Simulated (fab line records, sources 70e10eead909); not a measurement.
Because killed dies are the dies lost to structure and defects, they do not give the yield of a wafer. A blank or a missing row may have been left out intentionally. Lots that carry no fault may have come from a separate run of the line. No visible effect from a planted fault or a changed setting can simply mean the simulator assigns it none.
fab line records	flow nand-harc	part 1 of 2: steps 1 to 18 of 24
record lots=5	wafers=15	last-day=33
route steps=1302 shown A_CHANNEL_HOLE_D2@575
lots with no fault: from the same line, run without faults
start-h: start of the lot's first displayed wafer, in hours after the record's first day	wait-h: time in hours since the lot's previous step	" same as the row above	L1.1+2: one row covering several wafers at once	- value missing, or start not given	* or withheld: withheld	< > ~ a bound
route shown NAME@n: NAME is a module with steps in the file, n the number in the route of the first one	usual: mean and standard deviation over wafers with no fault	same: alike in all rows	chamber/n: place in a boat	sites: the reading at each site	_std_site: the values' standard deviation	_edge_site: inner sites' mean taken away from outer sites' mean	radius-mm: for every site, how far away it sits from the centre of the wafer	mask NAME#n: copy n	behind: the most recent tool/chamber to have shaped the wafer	hold: the reason the lot was held/the length of the hold in hours/how it ended	device: whichever transistor did not switch (one of n, p or np)	end of line: tests of these same wafers at the route's end	a step given without rows: its recipe and nothing more	killed: dies lost to structure and defects at the first sort, not the wafer's yield	map: the dies of a wafer, with x for killed, . for not killed, _ for no die there
set.NAME: setting as actually run; set.NAME@STEP: the setting as run at that earlier step	model.NAME: the simulator's own value behind a step, which no gauge read
lots seen at some steps along the route; tables by step, rows by wafer
services: the hour from which a tool's chamber was out of use, counted from the record's first day as start-h (under 0 if before that day), plus the number of hours and why
## steps
# step NHARC_A_CHANNEL_HOLE_D2_COAT_37
# recipe temp-c=225	time-s=65
# usual exhaust-pa=45.0/0.93	heater-power-total-W=447.0/1.9
lot.wafer	tool	chamber	start-h	wait-h	exhaust-pa	heater-power-total-W
L076.2	litho-track-01	0	-	-	43.9	446.1
L076.3	"	0	"	"	45.1	446.0
L076.6	"	0	"	"	42.2	446.7
L089.3	litho-track-01	0	-	-	44.5	448.7
L089.4	"	0	"	"	45.1	447.6
L089.5	"	0	"	"	46.4	447.0
L091.1	litho-track-04	0	-	-	45.9	447.1
L091.5	"	0	"	"	45.5	449.1
L091.6	"	0	"	"	45.6	447.3
L093.2	litho-track-01	0	-	-	43.6	443.9
L093.5	"	0	"	"	43.3	443.9
L093.6	"	0	"	"	42.8	448.6
L097.1	litho-track-01	0	-	-	44.7	446.2
L097.5	"	0	"	"	44.1	449.0
L097.6	"	0	"	"	43.1	449.0
# step NHARC_A_CHANNEL_HOLE_D2_COAT_04
# recipe spin-rpm=1500	resist-thk-nm=90
# usual exhaust-pa=45.1/0.92	spin-speed-rpm=1499.9/1
lot.wafer	tool	chamber	start-h	wait-h	exhaust-pa	spin-speed-rpm
L076.2	litho-track-01	0	-	-	45.9	1500.4
L076.3	"	0	"	"	47.1	1500.6
L076.6	"	0	"	"	46.9	1501.3
L089.3	litho-track-01	0	-	-	44.5	1501.1
L089.4	"	0	"	"	44.5	1500.3
L089.5	"	0	"	"	44.8	1501.0
L091.1	litho-track-04	0	-	-	45.2	1499.9
L091.5	"	0	"	"	46.3	1500.3
L091.6	"	0	"	"	45.4	1499.9
L093.2	litho-track-01	0	-	-	46.2	1500.6
L093.5	"	0	"	"	45.7	1499.5
L093.6	"	0	"	"	45.8	1499.8
L097.1	litho-track-01	0	-	-	44.7	1499.4
L097.5	"	0	"	"	46.2	1497.9
L097.6	"	0	"	"	45.9	1500.2
# step NHARC_A_CHANNEL_HOLE_D2_SOFTBAKE_05
# recipe temp-c=105	time-s=55
# usual exhaust-pa=45.1/0.86	heater-power-total-W=188.46/0.13
lot.wafer	tool	chamber	start-h	wait-h	exhaust-pa	heater-power-total-W
L076.2	litho-track-01	0	-	-	45.1	188.27
L076.3	"	0	"	"	43.8	188.39
L076.6	"	0	"	"	42.9	188.49
L089.3	litho-track-01	0	-	-	45.6	188.29
L089.4	"	0	"	"	44.2	188.44
L089.5	"	0	"	"	45.0	188.70
L091.1	litho-track-04	0	-	-	44.9	188.41
L091.5	"	0	"	"	44.8	188.34
L091.6	"	0	"	"	45.4	188.30
L093.2	litho-track-01	0	-	-	46.2	188.31
L093.5	"	0	"	"	45.9	188.47
L093.6	"	0	"	"	46.8	188.38
L097.1	litho-track-01	0	-	-	44.0	188.34
L097.5	"	0	"	"	44.9	188.48
L097.6	"	0	"	"	43.8	188.48
# step NHARC_A_CHANNEL_HOLE_D2_EBR_06
# usual exhaust-pa=44.8/0.85
lot.wafer	tool	chamber	start-h	wait-h	exhaust-pa
L076.2	litho-track-01	0	-	-	44.6
L076.3	"	0	"	"	45.7
L076.6	"	0	"	"	43.9
L089.3	litho-track-01	0	-	-	44.5
L089.4	"	0	"	"	45.3
L089.5	"	0	"	"	44.2
L091.1	litho-track-04	0	-	-	45.0
L091.5	"	0	"	"	46.0
L091.6	"	0	"	"	45.0
L093.2	litho-track-01	0	-	-	44.3
L093.5	"	0	"	"	45.3
L093.6	"	0	"	"	44.8
L097.1	litho-track-01	0	-	-	45.2
L097.5	"	0	"	"	46.1
L097.6	"	0	"	"	45.6
# step NHARC_A_CHANNEL_HOLE_D2_EXPOSE_07
# recipe na=1.35	target-cd-nm=100	sigma-outer=0.3	dose-mj=59.65	mask-id=HOLE_D2
lot.wafer	tool	chamber	start-h	wait-h	mask
L076.2+3+6	arfi-scanner-03	0	321.48	-	HOLE_D2#0
L089.3+4+5	arfi-scanner-01	0	444.30	-	HOLE_D2#0
L091.1+5+6	arfi-scanner-02	0	466.08	-	HOLE_D2#0
L093.2+5+6	arfi-scanner-02	0	495.07	-	HOLE_D2#0
L097.1+5+6	arfi-scanner-03	0	522.10	-	HOLE_D2#0
# step NHARC_A_CHANNEL_HOLE_D2_PEB_08
# recipe peb-temp-c=100	peb-time-s=65
# usual exhaust-pa=44.9/0.86	heater-power-total-W=156.6/0.43
lot.wafer	tool	chamber	start-h	wait-h	exhaust-pa	heater-power-total-W
L076.2	litho-track-04	0	321.54	0.1	45.6	157.1
L076.3	"	0	"	"	46.4	157.0
L076.6	"	0	"	"	45.5	156.8
L089.3	litho-track-06	0	444.35	0.0	44.9	156.9
L089.4	"	0	"	"	44.1	155.9
L089.5	"	0	"	"	44.4	156.9
L091.1	litho-track-01	0	466.14	0.1	44.2	156.3
L091.5	"	0	"	"	45.0	156.7
L091.6	"	0	"	"	44.6	156.3
L093.2	litho-track-01	0	495.13	0.1	45.9	156.5
L093.5	"	0	"	"	45.7	157.0
L093.6	"	0	"	"	45.3	156.0
L097.1	litho-track-06	0	522.16	0.1	46.2	156.0
L097.5	"	0	"	"	46.6	156.8
L097.6	"	0	"	"	44.7	157.0
# step NHARC_A_CHANNEL_HOLE_D2_DEVELOP_09
# recipe develop-time-s=35	dev-temp-c=23
# usual exhaust-pa=44.9/0.85
lot.wafer	tool	chamber	start-h	wait-h	exhaust-pa
L076.2	litho-track-04	0	-	-	44.5
L076.3	"	0	"	"	45.7
L076.6	"	0	"	"	45.4
L089.3	litho-track-06	0	-	-	44.9
L089.4	"	0	"	"	44.1
L089.5	"	0	"	"	43.7
L091.1	litho-track-01	0	-	-	45.1
L091.5	"	0	"	"	46.0
L091.6	"	0	"	"	45.2
L093.2	litho-track-01	0	-	-	45.1
L093.5	"	0	"	"	45.2
L093.6	"	0	"	"	44.4
L097.1	litho-track-06	0	-	-	44.5
L097.5	"	0	"	"	44.5
L097.6	"	0	"	"	44.7
# step NHARC_A_CHANNEL_HOLE_D2_CD_MEAS_10
# recipe target-cd-nm=100	landing-energy-ev=500
# usual cd-nm=99.8/0.46
lot.wafer	tool	chamber	start-h	wait-h	cd-nm
L076.2	cd-sem-02	0	321.63	-	99.3
L076.3	"	0	"	"	99.4
L076.6	"	0	"	"	99.5
L089.3	cd-sem-03	0	444.43	-	99.7
L089.4	"	0	"	"	99.4
L089.5	"	0	"	"	99.6
L091.1	cd-sem-01	0	466.22	-	100.1
L091.5	"	0	"	"	100.5
L091.6	"	0	"	"	100.2
L093.2	cd-sem-01	0	495.21	-	100.1
L093.5	"	0	"	"	100.3
L093.6	"	0	"	"	99.7
L097.1	cd-sem-02	0	522.24	-	99.1
L097.5	"	0	"	"	99.5
L097.6	"	0	"	"	98.9
# step NHARC_A_CHANNEL_HOLE_D2_OVL_MEAS_11
# usual overlay-x-nm=0.1/0.94	overlay-y-nm=-0.1/0.79
lot.wafer	tool	chamber	start-h	wait-h	overlay-x-nm	overlay-y-nm
L076.2	overlay-01	-	321.71	-	-0.5	0.7
L076.3	"	-	"	"	-0.2	0.2
L076.6	"	-	"	"	0.1	0.6
L089.3	overlay-01	-	444.52	-	-0.4	0.2
L089.4	"	-	"	"	0.1	0.3
L089.5	"	-	"	"	-0.2	0.9
L091.1	overlay-02	-	466.31	-	1.4	0.2
L091.5	"	-	"	"	1.7	0.2
L091.6	"	-	"	"	0.8	0.0
L093.2	overlay-01	-	495.29	-	1.1	0.5
L093.5	"	-	"	"	2.2	0.8
L093.6	"	-	"	"	2.0	0.7
L097.1	overlay-02	-	522.33	-	0.4	-0.3
L097.5	"	-	"	"	0.3	-0.8
L097.6	"	-	"	"	0.4	-0.8
# step NHARC_A_CHANNEL_HOLE_D2_INSPECT_12
# usual raw-defect-count=33/22
lot.wafer	tool	chamber	start-h	wait-h	raw-defect-count
L076.2	defect-inspect-01	-	321.75	0.0	52
L076.3	"	-	"	"	63
L076.6	"	-	"	"	64
L089.3	defect-inspect-01	-	444.55	0.0	19
L089.4	"	-	"	"	18
L089.5	"	-	"	"	8
L091.1	defect-inspect-02	-	466.35	0.0	16
L091.5	"	-	"	"	10
L091.6	"	-	"	"	14
L093.2	defect-inspect-02	-	495.33	0.0	53
L093.5	"	-	"	"	61
L093.6	"	-	"	"	49
L097.1	defect-inspect-02	-	522.37	0.0	26
L097.5	"	-	"	"	32
L097.6	"	-	"	"	33
# step NHARC_A_CHANNEL_HOLE_D2_DESCUM_15
# recipe time-s=3	o2-flow-sccm=200	ar-flow-sccm=0	bias-power-w=0	chemistry=O2
# usual drypump-motor-current-A=5.9/0.33	oes-product-au=1.001/0.0085	rf-vpp-V=57.7/0.78	showerhead-plenum-p-Torr=1.89/0.066	throttle-valve-pct=11.312/0.0092
lot.wafer	tool	chamber	start-h	wait-h	drypump-motor-current-A	oes-product-au	rf-hours-counter-h	rf-vpp-V	showerhead-plenum-p-Torr	throttle-valve-pct
L076.3	rie-diel-12	3	321.82	0.1	6.2	1.012	1.4	57.9	1.88	11.308
L076.2	"	0	"	"	6.0	0.989	1.2	57.6	1.85	11.314
L076.6	"	2	"	"	5.8	0.989	-	57.9	1.80	11.311
L089.3	rie-diel-02	0	444.64	0.1	5.6	1.004	1.9	58.8	2.00	11.311
L089.5	"	2	"	"	6.0	0.998	-	58.5	1.92	11.310
L089.4	"	0	"	"	5.6	0.999	-	59.4	2.00	11.323
L091.1	rie-diel-12	2	466.41	0.1	5.8	1.009	1.1	57.3	1.79	11.300
L091.6	"	2	"	"	5.8	1.002	-	57.7	1.79	11.324
L091.5	"	3	"	"	6.2	1.012	-	58.2	1.88	11.306
L093.2	rie-diel-12	3	495.40	0.1	6.2	1.009	2.6	57.2	1.88	11.307
L093.6	"	2	"	"	5.8	1.003	-	56.6	1.79	11.314
L093.5	"	3	"	"	6.2	1.007	-	58.0	1.88	11.315
L097.1	rie-diel-02	1	522.45	0.1	5.9	0.998	4.4	57.2	1.86	11.307
L097.5	"	3	"	"	6.0	1.003	-	58.1	1.90	11.296
L097.6	"	0	"	"	5.7	0.997	-	59.2	2.00	11.314
# step NHARC_A_CHANNEL_HOLE_D2_ETCH_38
# recipe target-depth-a=390	over-etch-frac=0.3	time-s=65	ion-energy-ev=80	cf4-flow-sccm=150	ar-flow-sccm=0	rf-w=300	bias-w=100	chemistry=CF4
# usual cf4-flow-sccm=149.9/0.46	drypump-motor-current-A=5.9/0.33	oes-product-au=1.002/0.0086	rf-vpp-V=150.9/1.1	showerhead-plenum-p-Torr=1.75/0.057	throttle-valve-pct=13.285/0.0096
lot.wafer	tool	chamber	start-h	wait-h	cf4-flow-sccm	drypump-motor-current-A	oes-product-au	rf-hours-counter-h	rf-vpp-V	showerhead-plenum-p-Torr	throttle-valve-pct
L076.2	rie-diel-12	3	321.90	0.1	149.1	6.2	1.002	1.4	150.1	1.74	13.283
L076.3	"	1	"	"	149.2	5.3	1.004	1.1	152.0	1.73	13.284
L076.6	"	2	"	"	150.0	5.8	1.003	-	150.8	1.67	13.281
L089.3	rie-diel-02	2	444.72	0.1	149.1	6.0	1.010	1.5	150.3	1.78	13.298
L089.5	"	2	"	"	149.3	6.0	1.003	-	151.3	1.78	13.284
L089.4	"	0	"	"	149.6	5.7	1.008	-	151.0	1.84	13.297
L091.1	rie-diel-12	0	466.50	0.1	149.0	6.0	0.988	0.7	151.0	1.71	13.285
L091.5	"	3	"	"	149.8	6.2	1.004	-	150.4	1.74	13.299
L091.6	"	0	"	"	149.8	6.0	0.995	-	150.8	1.71	13.283
L093.2	rie-diel-12	1	495.49	0.1	149.7	5.3	0.999	2.3	150.4	1.72	13.291
L093.6	"	3	"	"	149.1	6.2	1.008	-	151.2	1.74	13.275
L093.5	"	0	"	"	149.6	6.0	1.017	-	151.7	1.71	13.282
L097.1	rie-diel-02	3	522.53	0.1	150.1	6.0	1.000	3.7	151.8	1.76	13.285
L097.6	"	0	"	"	149.7	5.7	0.997	-	153.4	1.84	13.273
L097.5	"	1	"	"	149.7	5.9	0.998	-	149.5	1.72	13.298
# step NHARC_A_CHANNEL_HOLE_D2_ETCH_39
# recipe target-depth-a=2600	over-etch-frac=0.3	time-s=325	ion-energy-ev=200	n2-flow-sccm=150	h2-flow-sccm=150	ar-flow-sccm=0	rf-w=400	bias-w=150	chemistry=N2/H2
# usual drypump-motor-current-A=5.8/0.36	oes-product-au=1.002/0.0095	rf-vpp-V=429.7/2.3	showerhead-plenum-p-Torr=2.01/0.078	throttle-valve-pct=14.171/0.0097
lot.wafer	tool	chamber	start-h	wait-h	drypump-motor-current-A	oes-product-au	rf-hours-counter-h	rf-vpp-V	showerhead-plenum-p-Torr	throttle-valve-pct
L076.2	rie-diel-12	1	-	-	5.3	1.005	1.2	429.7	1.98	14.166
L076.3	"	2	"	"	5.8	0.989	1.4	428.4	1.91	14.176
L076.6	"	1	"	"	5.3	1.002	-	430.1	1.99	14.189
L089.3	rie-diel-02	3	-	-	6.0	1.000	1.7	432.4	2.03	14.176
L089.5	"	2	"	"	6.0	1.011	-	430.3	2.05	14.170
L089.4	"	0	"	"	5.7	1.017	-	433.4	2.14	14.171
L091.1	rie-diel-12	2	-	-	5.8	0.993	1.1	427.6	1.91	14.162
L091.6	"	1	"	"	5.3	0.977	-	430.3	1.98	14.185
L091.5	"	2	"	"	5.8	0.998	-	426.2	1.91	14.161
L093.2	rie-diel-12	0	-	-	6.0	1.002	2.2	430.4	1.96	14.164
L093.6	"	2	"	"	5.8	1.013	-	427.4	1.91	14.180
L093.5	"	3	"	"	6.2	1.011	-	430.1	2.00	14.173
L097.1	rie-diel-02	3	-	-	6.0	1.000	3.8	430.4	2.03	14.160
L097.5	"	1	"	"	5.9	1.010	-	428.7	1.98	14.175
L097.6	"	2	"	"	6.0	1.007	-	430.7	2.05	14.170
# step NHARC_A_CHANNEL_HOLE_D2_ETCH_34
# recipe target-depth-a=1540	time-s=77	cf4-flow-sccm=100	chf3-flow-sccm=30	ar-flow-sccm=0	rf-w=500	bias-w=200	chemistry=CF4/CHF3
# usual cf4-flow-sccm=100.0/0.31	drypump-motor-current-A=5.8/0.34	oes-product-au=0.960/0.017	rf-vpp-V=370.0/1.9	showerhead-plenum-p-Torr=1.56/0.053	throttle-valve-pct=16.804/0.009
lot.wafer	tool	chamber	start-h	wait-h	cf4-flow-sccm	drypump-motor-current-A	oes-product-au	rf-hours-counter-h	rf-vpp-V	showerhead-plenum-p-Torr	throttle-valve-pct
L076.3	rie-diel-12	3	-	-	100.0	6.2	0.942	1.5	369.9	1.55	16.799
L076.2	"	0	"	"	100.0	6.0	0.962	1.4	369.5	1.52	16.801
L076.6	"	2	"	"	99.8	5.8	0.963	-	368.0	1.48	16.785
L089.3	rie-diel-02	2	-	-	100.1	6.0	0.953	1.8	370.2	1.58	16.804
L089.5	"	2	"	"	100.0	6.0	0.955	-	370.6	1.58	16.785
L089.4	"	0	"	"	99.8	5.6	0.963	-	373.0	1.64	16.796
L091.1	rie-diel-12	3	-	-	99.4	6.2	0.980	0.9	369.7	1.54	16.810
L091.5	"	0	"	"	100.3	6.0	0.976	-	369.4	1.52	16.801
L091.6	"	1	"	"	100.2	5.3	0.977	-	369.7	1.53	16.817
L093.2	rie-diel-12	1	-	-	99.7	5.3	0.981	2.4	368.8	1.53	16.806
L093.6	"	1	"	"	99.7	5.3	0.983	-	368.1	1.53	16.815
L093.5	"	2	"	"	99.9	5.8	0.967	-	369.4	1.48	16.809
L097.1	rie-diel-02	1	-	-	99.9	5.9	0.978	4.6	368.4	1.53	16.807
L097.6	"	3	"	"	100.5	6.0	0.966	-	370.3	1.57	16.814
L097.5	"	0	"	"	100.0	5.6	0.968	-	372.9	1.64	16.811
# step NHARC_A_CHANNEL_HOLE_D2_ETCH_16
# recipe target-depth-a=31000	over-etch-frac=0.3	time-s=806	ion-energy-ev=150	o2-flow-sccm=400	cos-flow-sccm=20	ar-flow-sccm=0	rf-w=500	bias-w=300	chemistry=O2/COS
# usual drypump-motor-current-A=5.9/0.33	oes-product-au=1.002/0.008	rf-vpp-V=313.6/1.5	showerhead-plenum-p-Torr=3.08/0.1	throttle-valve-pct=28.330/0.0095
lot.wafer	tool	chamber	start-h	wait-h	drypump-motor-current-A	oes-product-au	rf-hours-counter-h	rf-vpp-V	showerhead-plenum-p-Torr	throttle-valve-pct
L076.3	rie-diel-12	0	-	-	6.0	0.991	1.5	313.4	3.02	28.338
L076.2	"	3	"	"	6.3	0.995	1.6	312.2	3.07	28.349
L076.6	"	0	"	"	6.0	0.990	-	311.6	3.02	28.329
L089.3	rie-diel-02	3	-	-	6.0	0.996	2.0	312.7	3.11	28.336
L089.4	"	3	"	"	6.0	0.992	-	313.9	3.11	28.327
L089.5	"	0	"	"	5.7	1.008	-	315.2	3.26	28.329
L091.1	rie-diel-12	2	-	-	5.8	0.996	1.4	311.9	2.94	28.338
L091.5	"	3	"	"	6.2	1.002	-	314.4	3.06	28.337
L091.6	"	0	"	"	6.1	0.997	-	313.4	3.02	28.323
L093.2	rie-diel-12	1	-	-	5.3	1.002	2.6	313.6	3.04	28.339
L093.5	"	0	"	"	6.0	1.016	-	314.4	3.02	28.343
L093.6	"	1	"	"	5.4	1.004	-	313.3	3.04	28.324
L097.1	rie-diel-02	0	-	-	5.7	0.996	5.5	316.4	3.25	28.305
L097.6	"	3	"	"	6.0	1.015	-	313.4	3.11	28.330
L097.5	"	0	"	"	5.7	1.000	-	315.2	3.25	28.327
# step NHARC_A_CHANNEL_HOLE_D2_CD_MEAS_18
# usual cd-nm=99.0/1.7
lot.wafer	tool	chamber	start-h	wait-h	cd-nm
L076.2	cd-sem-01	-	322.92	-	100.7
L076.3	"	-	"	"	97.6
L076.6	"	-	"	"	101.2
L089.3	cd-sem-01	-	445.93	-	98.8
L089.4	"	-	"	"	97.2
L089.5	"	-	"	"	98.0
L091.1	cd-sem-02	-	467.50	-	98.7
L091.5	"	-	"	"	98.7
L091.6	"	-	"	"	100.9
L093.2	cd-sem-03	-	496.49	-	98.5
L093.5	"	-	"	"	98.5
L093.6	"	-	"	"	96.4
L097.1	cd-sem-02	-	523.53	-	98.1
L097.5	"	-	"	"	98.1
L097.6	"	-	"	"	99.2
# step NHARC_A_CHANNEL_HOLE_D2_ETCH_19
# recipe bias-v=1200	source-w=2500	pressure-mtorr=15	time-s=34.5	ar-flow-sccm=375	c4f8-flow-sccm=28.8	o2-flow-sccm=96.2	temp-c=-20	target-depth-a=*	chemistry=C4F8/O2/Ar
# usual drypump-motor-current-A=6.0/0.35	showerhead-plenum-p-Torr=3.73/0.16	throttle-valve-pct=37.038/0.0094
lot.wafer	tool	chamber	start-h	wait-h	drypump-motor-current-A	rf-hours-counter-h	showerhead-plenum-p-Torr	throttle-valve-pct
L076.2	har-etch-01	1	322.99	0.1	6.1	165	3.74	37.026
L076.3	"	0	"	"	6.4	-	3.61	37.043
L076.6	"	1	"	"	6.1	-	3.74	37.036
L089.4	har-etch-02	1	447.44	1.5	5.8	-	3.97	37.030
L089.3	"	0	"	"	5.5	-	3.97	37.044
L089.5	"	1	"	"	5.8	-	3.97	37.047
L091.1	har-etch-01	1	467.58	0.1	6.1	256	3.68	37.030
L091.5	"	1	"	"	6.1	-	3.68	37.013
L091.6	"	0	"	"	6.4	-	3.56	37.045
L093.2	har-etch-02	0	498.31	1.8	5.5	53	3.95	37.046
L093.5	"	0	"	"	5.5	-	3.95	37.034
L093.6	"	1	"	"	5.8	-	3.95	37.031
L097.1	har-etch-02	1	523.62	0.1	5.7	72	3.94	37.041
L097.6	"	0	"	"	5.5	-	3.94	37.042
L097.5	"	1	"	"	5.7	-	3.94	37.053
# step NHARC_A_CHANNEL_HOLE_D2_ETCH_20
# recipe bias-v=3000	source-w=withheld	pressure-mtorr=20	time-s=361.9	ar-flow-sccm=375	c4f8-flow-sccm=89.3	o2-flow-sccm=35.7	temp-c=-20	target-depth-a=16000	chemistry=C4F8/O2/Ar
# usual drypump-motor-current-A=5.9/0.35	showerhead-plenum-p-Torr=3.68/0.15	throttle-valve-pct=32.153/0.0094
lot.wafer	tool	chamber	start-h	wait-h	drypump-motor-current-A	rf-hours-counter-h	showerhead-plenum-p-Torr	throttle-valve-pct
L076.2	har-etch-01	1	323.10	0.1	6.1	165	3.69	32.154
L076.3	"	0	"	"	6.4	-	3.57	32.156
L076.6	"	1	"	"	6.1	-	3.69	32.149
L089.4	har-etch-02	1	447.62	0.2	5.8	-	3.92	32.151
L089.3	"	0	"	"	5.5	-	3.92	32.153
L089.5	"	1	"	"	5.8	-	3.92	32.151
L091.1	har-etch-01	1	467.69	0.1	6.1	257	3.64	32.141
L091.5	"	1	"	"	6.1	-	3.64	32.137
L091.6	"	0	"	"	6.4	-	3.52	32.147
L093.2	har-etch-02	0	498.43	0.1	5.5	53	3.90	32.144
L093.5	"	0	"	"	5.5	-	3.90	32.162
L093.6	"	1	"	"	5.7	-	3.90	32.128
L097.1	har-etch-02	1	523.77	0.1	5.7	72	3.89	32.155
L097.6	"	0	"	"	5.5	-	3.89	32.143
L097.5	"	1	"	"	5.7	-	3.89	32.162
